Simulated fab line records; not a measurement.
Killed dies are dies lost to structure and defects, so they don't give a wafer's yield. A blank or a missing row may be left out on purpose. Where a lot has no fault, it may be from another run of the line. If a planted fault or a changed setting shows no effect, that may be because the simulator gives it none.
Code-filled problem report in 8D (eight disciplines) form | flow n5_finfet | the parts of the form that need people (team, actions taken, sign-off) are left out

1. PROBLEM STATEMENT
thk_nm at N5_SD_EPI_N_EPI_MEAS_23 reads a mean of 1.6 nm on 2 wafers of 1 lot; wafers without a fault read 58.9 nm with a standard deviation of 1.1. Measured from the usual mean, that is -52 standard deviations.
First seen on wafer L275.2, day 7 05:16, on film_metro-01. Wafers with a number at this step in the record: 39, from 13 lots. The rule behind "out" and "out of limits": a value lying over 4 standard deviations away from the usual mean. Any other wafer with a number is counted as sound.

2. WHAT THIS IS AND IS NOT
question                    | is               | is not
which readings at this step | thk_nm           | -
which lots                  | L275             | L260, L261, L262, L263, L264, L265, L266, L267, L268, L279, L281, L282
which wafers of those lots  | L275.2, L275.5   | L275.3
read on which gauges        | film_metro-01    | film_metro-02
when                        | from day 7 05:16 | up to then (28 sound wafers); but 9 sound wafers of L279, L281, L282 came after

3. SUSPECTS, AND WHAT RULES EACH OUT
Counting: if a tool at a process step up to the reading ran every lot that is out, it stays a suspect. Sound lots after the first of them don't rule it out here, since some wafers of a struck lot are sound.
- the gauge at N5_SD_EPI_N_EPI_MEAS_23: ruled out. All the wafers that are out were read on film_metro-01, but those of them that N5_SD_EPI_N_ETCH_45 has rows for are out there too, on other tools.
- rie_diel-01 at N5_SD_EPI_N_ETCH_35 (etches SOC in N2/H2, overetch 108 nm, time 486 s): kept. It ran the lot that is out, L275 (day 7 01:10); its last sound lot up to then is L266 (day 4 13:05).
- rie_diel-01 at N5_SD_EPI_N_ETCHBACK_44 (etches SiNx in CH3F/O2, stops on SiO2, target depth 14.5 nm): kept. It ran the lot that is out, L275 (day 7 01:30); its last sound lot up to then is L266 (day 4 13:25).
- rie_diel-01 at N5_SD_EPI_N_ETCH_45 (etches SiOCN in CH3F/O2, target depth 6 nm): kept. It ran the lot that is out, L275 (day 7 01:36); its last sound lot up to then is L266 (day 4 13:31). On those wafers its own readings are out: oes_product_au.
- At N5_SD_EPI_N_ETCH_35 on rie_diel-01, chamber 0 took the sound wafers of the same lots and chamber 3 took the wafers that are out.
- At N5_SD_EPI_N_ETCHBACK_44 on rie_diel-01, chamber 0 took the sound wafers of the same lots and chamber 3 took the wafers that are out.
- At N5_SD_EPI_N_ETCH_45 on rie_diel-01, chamber 0 took the sound wafers of the same lots and chamber 3 took the wafers that are out.
After the count, these remain: rie_diel-01 at N5_SD_EPI_N_ETCH_35, rie_diel-01 at N5_SD_EPI_N_ETCHBACK_44 and rie_diel-01 at N5_SD_EPI_N_ETCH_45.

4. THE CAUSE (what the simulator had put in)
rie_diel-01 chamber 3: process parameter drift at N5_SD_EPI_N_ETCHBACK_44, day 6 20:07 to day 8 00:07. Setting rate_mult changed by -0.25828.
This tool is one of the 3 suspects left after counting.

5. THE EFFECT CHAIN, in route order
Each row: a reading where the mean over the struck wafers with a number is more than 3 standard deviations away from the usual. Only readings whose record carries a usual standard deviation are examined. hours: median over the lots of the time between each lot's start at the first step of this table that gives one and its start at this step. sigmas: the change, counted in usual standard deviations.
hours | step                    | reading        | usual     | on struck wafers | change | sigmas
0     | N5_SD_EPI_N_ETCH_45     | oes_product_au | 0.80 a.u. | 0.32             | -0.48  | -5.5
4     | N5_SD_EPI_N_EPI_MEAS_23 | thk_nm         | 58.9 nm   | 1.6              | -57.4  | -52
The process steps in it:
- N5_SD_EPI_N_ETCH_45: etches SiOCN in CH3F/O2, target depth 6 nm.

6. WHAT WOULD HAVE CAUGHT IT SOONER
The first out-of-limits reading at a measuring or inspecting step in this record came at day 7 05:16, 9 hours after the fault's start at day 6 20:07.
An alarm limit of 4 standard deviations would not have fired on the tool readings at N5_SD_EPI_N_ETCHBACK_44 for which the record gives a usual standard deviation, since none of them was out on any struck wafer.
By day 7 05:16 the whole set of lots that are out, 1 in number, had already begun N5_SD_EPI_N_ETCHBACK_44 on rie_diel-01. Tool hold at that time: it would have spared none of them.
